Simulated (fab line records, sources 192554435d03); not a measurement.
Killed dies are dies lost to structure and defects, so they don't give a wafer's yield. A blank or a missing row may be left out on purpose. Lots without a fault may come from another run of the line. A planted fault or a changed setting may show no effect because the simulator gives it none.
Chamber matching | flow n5_finfet | N5_HKMG_FIN_ALD_74 on ald_hk-01: 4 sister chambers
The step deposits La2O3, target thk 0.5 nm, pulse time 6 s, co reactant pulse time 1 s. 4 wafers are shown with their chamber, then 7 later ones without.

WAFERS WITH THEIR CHAMBER
wafer  | chamber | heater_power_w (W)
L081.3 | 1       | 264
L086.4 | 0       | 338
L086.6 | 3       | 317
L090.5 | 2       | 287

WAFERS WITHOUT THEIR CHAMBER
wafer  | heater_power_w (W)
L090.6 | 322
L092.2 | 342
L092.3 | 318
L092.4 | 266
L095.4 | 330
L095.5 | 270
L095.6 | 289

WHICH CHAMBER EACH WENT THROUGH
wafer  | from the rows above     | in truth
L090.6 | 3                       | 3
L092.2 | 0                       | 0
L092.3 | 3                       | 3
L092.4 | 1                       | 1
L095.4 | can't be placed: 0 or 3 | 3
L095.5 | 1                       | 1
L095.6 | 2                       | 2
Placed correctly: 6 of 7. Can't be placed from these rows: 1 (the true chamber is among the candidates in 1). Placed wrongly: 0.
How it was worked out, from the rows above alone: a wafer's distance from a chamber is the root of the sum, over the readings, of the square of ((its reading less the chamber's mean) divided by the reading's scatter). The wafer belongs to the nearest chamber; if the next one is less than 2 further off, it can't be placed. A chamber's mean is the mean of its shown wafers. The scatter: with one shown wafer a chamber, the root of the mean of the squares of how far each hidden wafer lies from its nearest shown one.
